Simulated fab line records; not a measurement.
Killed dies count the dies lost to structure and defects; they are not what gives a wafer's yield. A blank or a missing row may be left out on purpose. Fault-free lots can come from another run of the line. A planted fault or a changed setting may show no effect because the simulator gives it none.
fab line records	flow n5-finfet
record lots=7	wafers=39
route steps=1938 shown FIN_SAQP@94 SD_EPI_N@278 BEOL_M0_SAQP@638 BEOL_M0_CUTY@701 BEOL_M0@715
start-h: the number of hours between the record's first day and the start of the first shown wafer of the lot	wait-h: hours from the lot's prior step to this one	" as in the row above	L1.1+2: one row covering several wafers at once	- value missing, or start not given	* or withheld: withheld	< > ~ a bound
route shown NAME@n: NAME is a module with steps in the file, n the number in the route of the first one	usual: the fault-free wafers' mean and standard deviation	same: alike in all rows	chamber/n: place in a boat	sites: each site's reading	_std_site: their standard deviation	_edge_site: mean of outer sites minus mean of inner sites	radius-mm: how far each site lies from the wafer's centre	mask NAME#n: copy n	behind: the most recent tool/chamber to have shaped the wafer	hold: the reason the lot was held/the length of the hold in hours/how it ended	device: the n, p or np transistor that did not switch	end of line: at the end of the route, the tests of the same wafers	for a step that has no rows: nothing shown but its recipe	killed: dies lost to structure and defects at the first sort, not the wafer's yield	map: dies across one wafer; x = killed, . = not, _ = none there
set.NAME: the setting that was run; set.NAME@STEP: the one run at that earlier step	model.NAME: the simulator's own value behind a step, which no gauge read
lots where settings were altered on purpose, with a table for each step and a row for each wafer
## steps
# step N5_FIN_SAQP_ALD_61
# recipe material=SiO2	target-thk-a=40	temp-c=300	ald-precursor-family=BDEAS	ald-co-reactant=O2-plasma	pulse-time-s=1	purge-time-s=2	co-reactant-purge-time-s=2	ald-cycles=43	pressure-torr=2
lot.wafer	tool	chamber	start-h	wait-h	set.ald-cycles	model.SiO2_of_FIN_SAQP_ALD_61.thk-nm
L076.1	ald-sin-01	0	32.52	0.0	32	2.981
L076.2	"	2	"	"	43	4.014
L076.3	"	3	"	"	43	4.002
L076.4	"	1	"	"	43	3.994
L076.5	"	3	"	"	32	2.971
L076.6	"	0	"	"	32	3.003
L078.1	ald-sin-02	3	44.05	0.0	43	3.999
L078.2	"	1	"	"	24	2.223
L078.3	"	0	"	"	43	4.002
L078.4	"	2	"	"	43	4.041
L078.5	"	2	"	"	24	2.271
L078.6	"	1	"	"	24	2.23
L084.1	ald-sin-01	0	79.95	0.2	43	3.998
L084.2	"	2	"	"	43	4.031
L084.6	"	2	"	"	43	4.035
L087.1	ald-sin-02	0	99.25	1.0	24	2.227
L087.2	"	3	"	"	24	2.258
L087.3	"	2	"	"	24	2.247
L087.4	"	1	"	"	43	4.014
L087.5	"	1	"	"	43	3.998
L087.6	"	0	"	"	43	3.991
L093.1	ald-sin-01	1	136.68	0.4	43	3.98
L093.2	"	2	"	"	43	3.994
L093.3	"	0	"	"	43	3.974
L093.4	"	3	"	"	43	3.985
L093.5	"	2	"	"	43	4.001
L093.6	"	3	"	"	43	3.982
L096.1	ald-sin-01	1	152.58	0.0	22	2.021
L096.2	"	3	"	"	22	2.022
L096.3	"	0	"	"	43	3.976
L096.4	"	2	"	"	43	4.028
L096.5	"	1	"	"	43	3.967
L096.6	"	0	"	"	22	2.019
L097.1	ald-sin-02	3	158.22	0.0	43	4.018
L097.2	"	2	"	"	43	3.986
L097.3	"	1	"	"	43	3.982
L097.4	"	0	"	"	43	3.975
L097.5	"	2	"	"	43	4.002
L097.6	"	3	"	"	43	3.994
# step N5_SD_EPI_N_ETCH_45
# recipe chemistry=CH3F/O2	target=SiOCN	target-depth-a=60	mask-material=SOC	ion-energy-ev=60	bias-w=29	pressure-mtorr=15	source-w=410	Ar_flow_sccm=150	CH3F_flow_sccm=30	O2_flow_sccm=20
lot.wafer	tool	chamber	start-h	wait-h	set.target-depth-a	model.etch.depth-nm
L076.1	rie-diel-02	0	62.85	0.1	32.21	3.215
L076.2	"	1	"	"	60	6.045
L076.3	"	3	"	"	60	5.887
L076.4	"	2	"	"	32.21	3.198
L076.5	"	2	"	"	32.21	3.168
L076.6	"	3	"	"	60	5.938
L078.1	rie-diel-04	0	72.36	0.1	60	6.095
L078.2	"	2	"	"	27.69	2.786
L078.3	"	3	"	"	60	6.012
L078.4+5	"	3,0	"	"	27.69	2.787
L078.6	"	2	"	"	60	6.143
L084.1	rie-diel-04	0	107.57	0.1	60	6.132
L084.2	"	3	"	"	60	6.056
L084.6	"	0	"	"	60	6.145
L087.1	rie-diel-02	2	126.70	0.1	77.38	7.548
L087.2	"	0	"	"	60	5.951
L087.3	"	1	"	"	77.38	7.737
L087.4	"	2	"	"	77.38	7.575
L087.5	"	1	"	"	60	6.002
L087.6	"	0	"	"	60	5.988
L093.1	rie-diel-04	1	164.97	0.1	60	6.194
L093.2	"	3	"	"	60	5.938
L093.3	"	2	"	"	43.04	4.333
L093.4	"	3	"	"	43.04	4.282
L093.5	"	1	"	"	60	6.131
L093.6	"	2	"	"	43.04	4.337
L096.1	rie-diel-04	3	180.82	0.1	60	6.02
L096.2	"	2	"	"	45.1	4.549
L096.3	"	1	"	"	60	6.191
L096.4	"	1	"	"	45.1	4.69
L096.5	"	3	"	"	60	6.019
L096.6	"	2	"	"	45.1	4.582
L097.1	rie-diel-04	2	188.99	0.1	60	5.991
L097.2	"	0	"	"	60	6.099
L097.3	"	3	"	"	60	5.968
L097.4	"	1	"	"	60	6.161
L097.5	"	3	"	"	60	5.957
L097.6	"	2	"	"	60	5.961
# step N5_BEOL_M0_SAQP_PECVD_04
# recipe material=a-Si	target-thk-a=600	temp-c=350	precursor=SiH4/He	pressure-torr=3	rf-w=100	time-s=60.2
lot.wafer	tool	chamber	start-h	wait-h	set.time-s	model.a-Si_of_BEOL_M0_SAQP_PECVD_04.thk-nm
L076.1	pecvd-04	1	119.85	0.0	72.42	72.2
L076.2+5	"	0,2	"	"	60.2	59.4
L076.3	"	2	"	"	60.2	58.8
L076.4	"	1	"	"	72.42	73.8
L076.6	"	0	"	"	72.42	72.6
L078.1	pecvd-02	1	129.84	0.0	60.2	59.2
L078.2	"	2	"	"	60.2	60.4
L078.3	"	0	"	"	60.2	59.6
L078.4	"	1	"	"	78.84	79.2
L078.5	"	0	"	"	78.84	79
L078.6	"	2	"	"	78.84	80.2
L084.1+2	pecvd-02	1,0	163.25	0.0	60.2	58.8
L084.6	"	0	"	"	60.2	60.4
L087.1+4	pecvd-04	2	181.79	0.0	60.2	59.2
L087.2+6	"	1,0	"	"	86.97	87.2
L087.3	"	0	"	"	86.97	85.6
L087.5	"	1	"	"	60.2	61.6
L093.1	pecvd-03	0	220.27	0.0	60.2	59.8
L093.2	"	1	"	"	60.2	57.8
L093.3+5	"	2,1	"	"	60.2	59.4
L093.4+6	"	2,0	"	"	60.2	60.4
L096.1	pecvd-03	1	241.75	0.0	60.2	58.6
L096.2	"	2	"	"	84.11	83.4
L096.3	"	0	"	"	60.2	60
L096.4	"	1	"	"	60.2	59.6
L096.5	"	2	"	"	84.11	84.2
L096.6	"	0	"	"	84.11	85
L097.1	pecvd-04	2	242.71	0.0	60.2	59.6
L097.2	"	1	"	"	73.26	73.2
L097.3	"	0	"	"	60.2	59.8
L097.4	"	0	"	"	73.26	73.6
L097.5	"	1	"	"	73.26	74.2
L097.6	"	2	"	"	60.2	60.2
# step N5_BEOL_M0_SAQP_THK_MEAS_05
# usual thk-nm=59.6/0.83
lot.wafer	tool	chamber	start-h	wait-h	set.time-s@BEOL_M0_SAQP_PECVD_04	thk-nm
L076.1	film-metro-01	-	119.95	0.1	72.42	72.2
L076.2	"	-	"	"	60.2	59.5
L076.3	"	-	"	"	60.2	58.9
L076.4	"	-	"	"	72.42	73.8
L076.5	"	-	"	"	60.2	59.4
L076.6	"	-	"	"	72.42	72.6
L078.1	film-metro-01	-	129.94	0.1	60.2	59.2
L078.2	"	-	"	"	60.2	60.5
L078.3	"	-	"	"	60.2	59.6
L078.4	"	-	"	"	78.84	79.3
L078.5	"	-	"	"	78.84	78.9
L078.6	"	-	"	"	78.84	80.2
L084.1	film-metro-01	-	163.35	0.1	60.2	58.9
L084.2	"	-	"	"	60.2	58.9
L084.6	"	-	"	"	60.2	60.5
L087.1	film-metro-02	-	181.89	0.1	60.2	59.2
L087.2	"	-	"	"	86.97	87.1
L087.3	"	-	"	"	86.97	85.5
L087.4	"	-	"	"	60.2	59.1
L087.5	"	-	"	"	60.2	61.6
L087.6	"	-	"	"	86.97	87.2
L093.1	film-metro-01	-	220.38	0.1	60.2	59.7
L093.2	"	-	"	"	60.2	57.8
L093.3	"	-	"	"	60.2	59.4
L093.4	"	-	"	"	60.2	60.5
L093.5	"	-	"	"	60.2	59.5
L093.6	"	-	"	"	60.2	60.4
L096.1	film-metro-01	-	241.84	0.1	60.2	58.7
L096.2	"	-	"	"	84.11	83.4
L096.3	"	-	"	"	60.2	60.0
L096.4	"	-	"	"	60.2	59.6
L096.5	"	-	"	"	84.11	84.3
L096.6	"	-	"	"	84.11	84.9
L097.1	film-metro-01	-	242.82	0.1	60.2	59.5
L097.2	"	-	"	"	73.26	73.3
L097.3	"	-	"	"	60.2	59.7
L097.4	"	-	"	"	73.26	73.6
L097.5	"	-	"	"	73.26	74.2
L097.6	"	-	"	"	60.2	60.1
# step N5_BEOL_M0_SAQP_HM_DEP_111
# recipe material=SiO2	target-thk-a=120	temp-c=400	precursor=SiH4/N2O	pressure-torr=0.75	rf-w=275	time-s=7.2
# step N5_BEOL_M0_SAQP_COAT_81
# recipe resist=SOC	temp-c=250	time-s=60	spin-rpm=1500	resist-thk-nm=100
# step N5_BEOL_M0_SAQP_HM_OPEN_112
# recipe chemistry=CHF3/O2	target=SiO2	stop-on=a-Si	target-depth-a=120	over-etch-frac=1.25	mask-material=SOC	time-s=13.5	pressure-mtorr=30	source-w=650	bias-w=170	Ar_flow_sccm=200	CHF3_flow_sccm=50	O2_flow_sccm=5	ion-energy-ev=200	ends=end-point
# step N5_BEOL_M0_SAQP_STRIP_113
# recipe chemistry=CHF3/O2	resist=SiARC	rf-frequency-hz=6e+07
# step N5_BEOL_M0_SAQP_MANDREL_ETCH_20
# recipe target-depth-a=600	chemistry=HBr/Cl2	target=a-Si	stop-on=SiNx	bt-time-s=10	mask-material=SOC	over-etch-frac=0.5	time-s=30	pressure-mtorr=10	icp-w=800	bias-w=75	HBr_flow_sccm=150	Cl2_flow_sccm=80	ends=end-point
# usual oes-product-au=0.767/0.014
lot.wafer	tool	chamber	start-h	wait-h	set.time-s@BEOL_M0_SAQP_PECVD_04	oes-product-au	model.etch.depth-nm
L076.1	rie-si-05	0	120.79	0.0	72.42	0.873	72.28
L076.2	"	2	"	"	60.2	0.763	59.46
L076.3	"	3	"	"	60.2	0.752	58.86
L076.4	"	1	"	"	72.42	0.884	73.72
L076.5	"	1	"	"	60.2	0.773	59.47
L076.6	"	0	"	"	72.42	0.868	72.6
L078.1	rie-si-05	3	130.80	0.0	60.2	0.741	59.24
L078.2	"	2	"	"	60.2	0.780	60.5
L078.3	"	1	"	"	60.2	0.777	59.56
L078.4	"	0	"	"	78.84	0.919	79.19
L078.5	"	3	"	"	78.84	0.890	78.9
L078.6	"	2	"	"	78.84	0.920	80.13
L084.1	rie-si-03	1	164.10	0.0	60.2	0.749	58.89
L084.2	"	2	"	"	60.2	0.760	58.88
L084.6	"	1	"	"	60.2	0.755	60.43
L087.1	rie-si-02	1	182.61	0.0	60.2	0.756	59.18
L087.2	"	3	"	"	86.97	0.961	87.03
L087.3	"	2	"	"	86.97	0.957	85.51
L087.4	"	0	"	"	60.2	0.792	59.15
L087.5	"	1	"	"	60.2	0.785	61.59
L087.6	"	2	"	"	86.97	0.966	87.11
L093.1	rie-si-05	3	221.13	0.0	60.2	0.749	59.72
L093.2	"	1	"	"	60.2	0.759	57.85
L093.3	"	0	"	"	60.2	0.775	59.37
L093.4	"	2	"	"	60.2	0.770	60.41
L093.5	"	2	"	"	60.2	0.765	59.47
L093.6	"	1	"	"	60.2	0.780	60.41
L096.1	rie-si-03	1	242.57	0.0	60.2	0.760	58.64
L096.2	"	0	"	"	84.11	0.933	83.43
L096.3	"	2	"	"	60.2	0.773	60
L096.4	"	3	"	"	60.2	0.774	59.62
L096.5	"	0	"	"	84.11	0.934	84.19
L096.6	"	3	"	"	84.11	0.960	84.94
L097.1	rie-si-05	3	243.66	0.0	60.2	0.754	59.57
L097.2	"	0	"	"	73.26	0.869	73.28
L097.3	"	1	"	"	60.2	0.784	59.73
L097.4	"	2	"	"	73.26	0.877	73.6
L097.5	"	3	"	"	73.26	0.849	74.2
L097.6	"	0	"	"	60.2	0.778	60.14
# step N5_BEOL_M0_SAQP_ALD_48
# recipe material=SiO2	target-thk-a=200	temp-c=100	ald-precursor-family=BDEAS	ald-co-reactant=O2-plasma	pulse-time-s=1	co-reactant-pulse-time-s=1	purge-time-s=2	co-reactant-purge-time-s=2	ald-cycles=139	pressure-torr=2
lot.wafer	tool	chamber	start-h	wait-h	set.ald-cycles	model.SiO2_of_BEOL_M0_SAQP_ALD_48.thk-nm
L076.1+2+3	ald-sin-03	0,2,1	125.66	0.1	139	20
L076.4+5+6	"	1,2,0	"	"	169	24.4
L078.1+5	ald-sin-03	3,0	134.96	0.1	139	20
L078.2+3+4+6	"	0,1,2,3	"	"	139	19.8
L084.1+2	ald-sin-04	3,0	168.56	0.0	139	20
L084.6	"	0	"	"	139	20.2
L087.1	ald-sin-01	0	193.90	0.3	139	20.2
L087.2+4	"	1,3	"	"	139	19.8
L087.3+5+6	"	2,1,0	"	"	139	20
L093.1+6	ald-sin-03	1,0	225.41	0.5	139	20
L093.2+3+4	"	3,2,0	"	"	217	31.2
L093.5	"	1	"	"	139	20.2
L096.1	ald-sin-04	1	247.37	0.1	139	20
L096.2+5	"	0,3	"	"	95	13.8
L096.3	"	2	"	"	139	20.2
L096.4	"	3	"	"	95	13.6
L096.6	"	2	"	"	139	20.4
L097.1+2+3+5+6	ald-sin-04	1,0,3,0,3	248.65	0.3	139	20
L097.4	"	2	"	"	139	20.2
# step N5_BEOL_M0_SAQP_ETCH_49
# recipe chemistry=CF4/O2	target-depth-a=370	target=SiO2	pressure-mtorr=40	source-w=535	bias-w=49	Ar_flow_sccm=100	cf4-flow-sccm=100	O2_flow_sccm=10	ion-energy-ev=100
lot.wafer	tool	chamber	start-h	wait-h	set.ald-cycles@BEOL_M0_SAQP_ALD_48	model.SiO2_of_BEOL_M0_SAQP_ALD_48.thk-nm
L076.1	rie-diel-06	1	126.19	0.3	139	15.2
L076.2	"	3	"	"	139	14.6
L076.3	"	2	"	"	139	14.4
L076.4	"	0	"	"	169	19.2
L076.5	"	1	"	"	169	18.6
L076.6	"	2	"	"	169	17.2
L078.1	rie-diel-03	2	135.49	0.3	139	15
L078.2+4+5	"	3,1,3	"	"	139	13.8
L078.3	"	0	"	"	139	14.4
L078.6	"	2	"	"	139	14.6
L084.1+6	rie-diel-03	2	169.12	0.3	139	15.6
L084.2	"	3	"	"	139	14.2
L087.1+6	rie-diel-03	2	194.43	0.3	139	15.2
L087.2+3+4	"	3,1,3	"	"	139	14
L087.5	"	1	"	"	139	13.6
L093.1	rie-diel-06	0	225.93	0.3	139	15
L093.2	"	3	"	"	217	22.8
L093.3	"	2	"	"	217	21.8
L093.4	"	1	"	"	217	23.4
L093.5	"	2	"	"	139	13.8
L093.6	"	3	"	"	139	14.6
L096.1	rie-diel-03	2	247.96	0.3	139	12.8
L096.2	"	0	"	"	95	8.4
L096.3	"	3	"	"	139	13.8
L096.4	"	1	"	"	95	9.4
L096.5	"	1	"	"	95	9.6
L096.6	"	0	"	"	139	13.6
L097.1	rie-diel-01	3	249.35	0.4	139	15.6
L097.2+6	"	2	"	"	139	14.8
L097.3	"	1	"	"	139	15.2
L097.4	"	3	"	"	139	15.8
L097.5	"	1	"	"	139	15
# step N5_BEOL_M0_SAQP_STRIP_75
# recipe chemistry=CF4	resist=SiARC	power-w=300	bias-power-w=75	pressure-mtorr=50	cf4-flow-sccm=150	rf-frequency-hz=6e+07
lot.wafer	tool	chamber	start-h	wait-h	set.ald-cycles@BEOL_M0_SAQP_ALD_48	model.SiO2_of_BEOL_M0_SAQP_ALD_48.thk-nm
L076.1	rie-diel-06	1	126.29	0.1	139	14.8
L076.2	"	3	"	"	139	14.4
L076.3	"	2	"	"	139	14
L076.4	"	0	"	"	169	18.8
L076.5	"	1	"	"	169	18.2
L076.6	"	2	"	"	169	16.8
L078.1	rie-diel-03	2	135.59	0.1	139	14.8
L078.2+4	"	3,1	"	"	139	13.6
L078.3	"	0	"	"	139	14.2
L078.5	"	3	"	"	139	13.4
L078.6	"	2	"	"	139	14.4
L084.1	rie-diel-03	2	169.22	0.1	139	15.2
L084.2	"	3	"	"	139	14
L084.6	"	2	"	"	139	15.4
L087.1	rie-diel-03	2	194.53	0.1	139	15
L087.2+3+4	"	3,1,3	"	"	139	13.6
L087.5	"	1	"	"	139	13.4
L087.6	"	2	"	"	139	14.8
L093.1	rie-diel-06	0	226.03	0.1	139	14.6
L093.2	"	3	"	"	217	22.4
L093.3	"	2	"	"	217	21.6
L093.4	"	1	"	"	217	23
L093.5	"	2	"	"	139	13.6
L093.6	"	3	"	"	139	14.4
L096.1	rie-diel-03	2	248.06	0.1	139	12.6
L096.2	"	0	"	"	95	8.2
L096.3	"	3	"	"	139	13.6
L096.4	"	1	"	"	95	9.4
L096.5	"	1	"	"	95	9.6
L096.6	"	0	"	"	139	13.4
L097.1	rie-diel-01	3	249.45	0.1	139	15.2
L097.2	"	2	"	"	139	14.4
L097.3	"	1	"	"	139	15
L097.4	"	3	"	"	139	15.6
L097.5	"	1	"	"	139	14.8
L097.6	"	2	"	"	139	14.6
# step N5_BEOL_M0_CUTY_COAT_50
# recipe resist=SiARC	temp-c=220	time-s=60	spin-rpm=1500	resist-thk-nm=15
# step N5_BEOL_M0_CUTY_COAT_51
# recipe resist=CAR-ArF-block	spin-rpm=1500	resist-thk-nm=150
# step N5_BEOL_M0_CUTY_DESCUM_61
# recipe chemistry=O2	time-s=7.9	source-power-w=50	bias-power-w=20	pressure-mtorr=20	rf-frequency-hz=2.712e+07	temp-c=40	resist=CAR-ArF-block	o2-flow-sccm=225
# step N5_BEOL_M0_CUTY_ETCH_62
# recipe chemistry=CF4	target=SiARC	mask-material=CAR-ArF-block	time-s=58.5	ion-energy-ev=80	pressure-mtorr=40	source-w=545	bias-w=36	Ar_flow_sccm=100	cf4-flow-sccm=100	ends=cleared
lot.wafer	tool	chamber	start-h	wait-h	set.ald-cycles@BEOL_M0_SAQP_ALD_48	model.SiO2_of_BEOL_M0_SAQP_ALD_48.thk-nm
L076.1	rie-diel-05	3	126.68	0.0	139	13.4
L076.2	"	1	"	"	139	13
L076.3	"	2	"	"	139	12.6
L076.4	"	0	"	"	169	17
L076.5	"	0	"	"	169	16.4
L076.6	"	1	"	"	169	15.2
L078.1	rie-diel-05	1	136.10	0.0	139	13.2
L078.2+4+5	"	3,2,1	"	"	139	12.2
L078.3	"	0	"	"	139	12.8
L078.6	"	2	"	"	139	13
L084.1+6	rie-diel-05	1,3	169.93	0.0	139	13.8
L084.2	"	0	"	"	139	12.6
L087.1+6	rie-diel-02	0	195.06	0.0	139	13.4
L087.2+3+4	"	1,3,2	"	"	139	12.4
L087.5	"	1	"	"	139	12.2
L093.1	rie-diel-02	0	226.66	0.0	139	13.2
L093.2	"	3	"	"	217	20.2
L093.3	"	2	"	"	217	19.4
L093.4	"	1	"	"	217	20.6
L093.5	"	2	"	"	139	12.2
L093.6	"	3	"	"	139	13
L096.1	rie-diel-04	1	248.59	0.0	139	11.4
L096.2	"	0	"	"	95	7.4
L096.3	"	2	"	"	139	12.2
L096.4	"	1	"	"	95	8.4
L096.5	"	0	"	"	95	8.6
L096.6	"	2	"	"	139	12
L097.1	rie-diel-02	0	249.96	0.0	139	13.8
L097.2	"	1	"	"	139	13
L097.3+5	"	3,2	"	"	139	13.4
L097.4	"	2	"	"	139	14
L097.6	"	1	"	"	139	13.2
# step N5_BEOL_M0_CUTY_ETCH_63
# recipe chemistry=N2/H2	target=SOC	target-depth-a=827	overetch-a=165	mask-material=SiARC	temp-c=40	ion-energy-ev=200	time-s=124	pressure-mtorr=30	source-w=840	bias-w=150	n2-flow-sccm=200	h2-flow-sccm=200
lot.wafer	tool	chamber	start-h	wait-h	set.ald-cycles@BEOL_M0_SAQP_ALD_48	model.SiO2_of_BEOL_M0_SAQP_ALD_48.thk-nm
L076.1	rie-diel-05	3	126.72	0.0	139	12.6
L076.2	"	1	"	"	139	12.2
L076.3	"	2	"	"	139	12
L076.4	"	0	"	"	169	16
L076.5	"	0	"	"	169	15.4
L076.6	"	1	"	"	169	14.2
L078.1	rie-diel-05	1	136.15	0.0	139	12.4
L078.2+4+5	"	3,2,1	"	"	139	11.4
L078.3	"	0	"	"	139	12
L078.6	"	2	"	"	139	12.2
L084.1+6	rie-diel-05	1,3	169.98	0.0	139	13
L084.2	"	0	"	"	139	11.8
L087.1+6	rie-diel-02	0	195.11	0.0	139	12.6
L087.2+3+4	"	1,3,2	"	"	139	11.6
L087.5	"	1	"	"	139	11.4
L093.1	rie-diel-02	0	226.70	0.0	139	12.4
L093.2	"	3	"	"	217	19
L093.3	"	2	"	"	217	18.2
L093.4	"	1	"	"	217	19.4
L093.5	"	2	"	"	139	11.4
L093.6	"	3	"	"	139	12.2
L096.1	rie-diel-04	1	248.63	0.0	139	10.6
L096.2	"	0	"	"	95	7
L096.3	"	2	"	"	139	11.4
L096.4	"	1	"	"	95	7.8
L096.5	"	0	"	"	95	8
L096.6	"	2	"	"	139	11.2
L097.1	rie-diel-02	0	250.01	0.0	139	13
L097.2+6	"	1	"	"	139	12.4
L097.3+5	"	3,2	"	"	139	12.6
L097.4	"	2	"	"	139	13.2
# step N5_BEOL_M0_CUTY_STRIP_64
# recipe chemistry=N2/H2	temp-c=40	n2-flow-sccm=200	h2-flow-sccm=200	rf-frequency-hz=6e+07
# step N5_BEOL_M0_ETCH_138
# recipe chemistry=CH3F/O2	target-depth-a=120	target=SiCN	time-s=31.6	ion-energy-ev=120	pressure-mtorr=30	source-w=395	bias-w=75	Ar_flow_sccm=150	CH3F_flow_sccm=30	O2_flow_sccm=20	ends=cleared
# step N5_BEOL_M0_HM_OPEN_105
# recipe chemistry=Cl2/BCl3	target-depth-a=120	target=TiN	ion-energy-ev=150	pressure-mtorr=10	icp-w=1000	bias-w=126	Cl2_flow_sccm=53.25	bcl3-flow-sccm=21.75	Ar_flow_sccm=25
# step N5_BEOL_M0_STRIP_140
# recipe chemistry=CF4	resist=SiARC	power-w=300	bias-power-w=75	pressure-mtorr=50	cf4-flow-sccm=150	rf-frequency-hz=6e+07
lot.wafer	tool	chamber	start-h	wait-h	set.ald-cycles@BEOL_M0_SAQP_ALD_48	model.SiO2_of_BEOL_M0_SAQP_ALD_48.thk-nm
L076.1	rie-diel-05	2	129.49	0.6	139	11.6
L076.2	"	0	"	"	139	11.2
L076.3	"	1	"	"	139	11
L076.4	"	3	"	"	169	14.8
L076.5	"	1	"	"	169	14.2
L076.6	"	0	"	"	169	13.2
L078.1	rie-diel-05	1	136.75	0.2	139	11.6
L078.2+4+5	"	2,0,2	"	"	139	10.6
L078.3	"	3	"	"	139	11
L078.6	"	3	"	"	139	11.2
L084.1+6	rie-diel-05	1,0	173.63	0.3	139	12
L084.2	"	0	"	"	139	11
L087.1+6	rie-diel-04	2,3	200.31	0.1	139	11.6
L087.2+4	"	0,3	"	"	139	10.8
L087.3+5	"	1,0	"	"	139	10.6
L093.1	rie-diel-05	2	230.73	0.3	139	11.6
L093.2	"	1	"	"	217	17.6
L093.3	"	0	"	"	217	17
L093.4	"	3	"	"	217	18
L093.5	"	1	"	"	139	10.6
L093.6	"	2	"	"	139	11.2
L096.1	rie-diel-02	2	250.21	0.2	139	9.8
L096.2	"	0	"	"	95	6.6
L096.3	"	1	"	"	139	10.6
L096.4	"	3	"	"	95	7.2
L096.5	"	1	"	"	95	7.4
L096.6	"	2	"	"	139	10.4
L097.1	rie-diel-04	0	250.62	0.2	139	12
L097.2+6	"	1,2	"	"	139	11.4
L097.3+5	"	2,1	"	"	139	11.6
L097.4	"	0	"	"	139	12.2
## key
split step=N5_FIN_SAQP_ALD_61	setting=ald-cycles	stated=43	by=wafer
response step=N5_FIN_SAQP_ALD_61	reading=model.SiO2_of_FIN_SAQP_ALD_61.thk-nm	change=+0.0401	per=1%	r=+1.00
split step=N5_SD_EPI_N_ETCH_45	setting=target-depth-a	stated=60	by=wafer
response step=N5_SD_EPI_N_ETCH_45	reading=model.etch.depth-nm	change=+0.0602	per=1%	r=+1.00
split step=N5_BEOL_M0_SAQP_PECVD_04	setting=time-s	stated=60.2	by=wafer
response step=N5_BEOL_M0_SAQP_PECVD_04	reading=model.a-Si_of_BEOL_M0_SAQP_PECVD_04.thk-nm	change=+0.622	per=1%	r=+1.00
response step=N5_BEOL_M0_SAQP_THK_MEAS_05	reading=thk-nm	change=*	per=1%	r=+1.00
response step=N5_BEOL_M0_SAQP_MANDREL_ETCH_20	reading=oes-product-au	change=+0.0044	per=1%	r=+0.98
response step=N5_BEOL_M0_SAQP_MANDREL_ETCH_20	reading=model.etch.depth-nm	change=+0.621	per=1%	r=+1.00
split step=N5_BEOL_M0_SAQP_ALD_48	setting=ald-cycles	stated=139	by=wafer
response step=N5_BEOL_M0_SAQP_ALD_48	reading=model.SiO2_of_BEOL_M0_SAQP_ALD_48.thk-nm	change=+0.2	per=1%	r=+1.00
response step=N5_BEOL_M0_SAQP_ETCH_49	reading=model.SiO2_of_BEOL_M0_SAQP_ALD_48.thk-nm	change=+0.146	per=1%	r=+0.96
response step=N5_BEOL_M0_SAQP_STRIP_75	reading=model.SiO2_of_BEOL_M0_SAQP_ALD_48.thk-nm	change=+0.144	per=1%	r=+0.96
response step=N5_BEOL_M0_CUTY_ETCH_62	reading=model.SiO2_of_BEOL_M0_SAQP_ALD_48.thk-nm	change=+0.129	per=1%	r=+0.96
response step=N5_BEOL_M0_CUTY_ETCH_63	reading=model.SiO2_of_BEOL_M0_SAQP_ALD_48.thk-nm	change=+0.121	per=1%	r=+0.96
response step=N5_BEOL_M0_STRIP_140	reading=model.SiO2_of_BEOL_M0_SAQP_ALD_48.thk-nm	change=+0.113	per=1%	r=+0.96
